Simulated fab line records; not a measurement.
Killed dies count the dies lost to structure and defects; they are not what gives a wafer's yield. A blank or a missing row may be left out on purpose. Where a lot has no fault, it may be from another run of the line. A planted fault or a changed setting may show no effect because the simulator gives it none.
Lot-split experiment	flow n5_finfet	route with 1938 steps; 7 lots, 21 wafers read

ON THE SPLIT
At N5_BEOL_M8_TRENCH_ETCH_37 (etches SiCOH lowk in C4F6/O2, target depth 93.478 nm, time 31.2 s), the setting bias_w was moved away from the recipe's 185 W on 9 of the 21 wafers read, by -17.8% to +7.2%. For the rest of the wafers, this setting stayed at what the recipe calls for.

FROM THE SPLIT TO THE READING: what the file shows between them, 2 steps
- N5_BEOL_M8_ETCH_41: etches SiCN in CH3F/O2, target depth 31.9 nm, time 57.8 s
- N5_BEOL_M8_STRIP_80: strips in N2/H2, time 10 s

THE READING
trench_depth_nm, in nm, at N5_BEOL_M8_OCD_MEAS_38. Typical for fault-free wafers on this fab line: 93.2 nm, with standard deviation 1.5 nm.

wafer	tool, chamber at the split	bias_w as run, W	against the recipe	trench_depth_nm, nm	against lot-mates on the recipe
L077.1	rie_diel-03, 1	185	recipe	94.1	-
L077.2	rie_diel-03, 3	185	recipe	92.3	-
L077.3	rie_diel-03, 2	185	recipe	95.0	-
L082.2	rie_diel-01, 0	185	recipe	93.7	-
L082.3	rie_diel-01, 3	162.2	-12.3%	89.6	-4.1
L082.6	rie_diel-01, 3	162.2	-12.3%	89.1	-4.6
L084.3	rie_diel-03, 3	185	recipe	95.3	-
L084.5	rie_diel-03, 2	156	-15.7%	88.6	-6.2
L084.6	rie_diel-03, 1	185	recipe	94.4	-
L085.1	rie_diel-03, 3	152	-17.8%	90.1	-4.0
L085.5	rie_diel-03, 1	185	recipe	93.7	-
L085.6	rie_diel-03, 2	185	recipe	94.5	-
L087.2	rie_diel-04, 0	185	recipe	91.1	-
L087.3	rie_diel-04, 2	159.5	-13.8%	88.1	-3.0
L087.6	rie_diel-04, 0	159.5	-13.8%	87.8	-3.3
L089.2	rie_diel-03, 2	185	recipe	93.9	-
L089.5	rie_diel-03, 1	170.6	-7.8%	90.5	-2.9
L089.6	rie_diel-03, 0	185	recipe	92.9	-
L093.2	rie_diel-01, 3	198.4	+7.2%	95.1	-0.7
L093.3	rie_diel-01, 0	198.4	+7.2%	97.5	+1.7
L093.6	rie_diel-01, 0	185	recipe	95.8	-

FIT RESULTS
A straight line over all 21 wafers: trench_depth_nm changes by +0.34 nm for each +1% of bias_w; r = +0.90; the points scatter about the line by 1.3 nm.
The same after taking each lot's own level away (the mean of its wafers on the recipe; 21 wafers): +0.261 nm for each +1%; r = +0.90; scatter 0.99 nm.
Per that fit: largest bias_w move, reading shift of 4.7 nm.
Measured against the standard deviation above, the lots' own levels, which go from 91.10 to 95.80 nm, span 3.1 times it.
So the slope is not independent of the lot-to-lot level: the two fits are not the same.
Check: with one of the wafers moved furthest among these (-17.8%) left out of the fit, the line predicts -5.24 nm for it against its lot-mates. Against them it came out at -4 nm.
Tool readings at the split's step, against how far the setting was moved: rf_vpp_V r = +0.91.

OTHER SPLITS APPLIED TO THESE WAFERS
Note: prior to the reading, these wafers also went through further splits. Each is held against what the fit with the lots' levels taken away leaves over:
other split on the same wafers	wafers away from the commonest value	r with trench_depth_nm (lot level and that fit taken away)
N5_BEOL_M5_COAT_66 spin_rpm	6	+0.00
N5_BEOL_M7_ILD_DEP_00 time_s	13	-0.19
N5_BEOL_M7_PECVD_70 time_s	4	+0.16
N5_BEOL_M8_DESCUM_16 time_s	7	+0.07

THE WHOLE CHAIN: every reading that the file lists as answering this split, in the file's order
step	what it does	reading	change (the file's fit)	r (the file's)
N5_BEOL_M8_TRENCH_ETCH_37	etches SiCOH lowk in C4F6/O2, target depth 93.478 nm, time 31.2 s	rf_vpp_V	+5.12 V for each +1% of the setting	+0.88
N5_BEOL_M8_TRENCH_ETCH_37	etches SiCOH lowk in C4F6/O2, target depth 93.478 nm, time 31.2 s	etch.depth_nm (the simulator's own value, which no gauge read)	+0.281 nm for each +1% of the setting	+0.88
N5_BEOL_M8_TRENCH_ETCH_37	etches SiCOH lowk in C4F6/O2, target depth 93.478 nm, time 31.2 s	BEOL_M8.feature_depth_nm (the simulator's own value, which no gauge read)	+0.281 nm for each +1% of the setting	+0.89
N5_BEOL_M8_OCD_MEAS_38		trench_depth_nm	+0.286 nm for each +1% of the setting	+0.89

THE FILE'S OWN FIT
trench_depth_nm changes by +0.286 nm for each +1% of bias_w, r = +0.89.
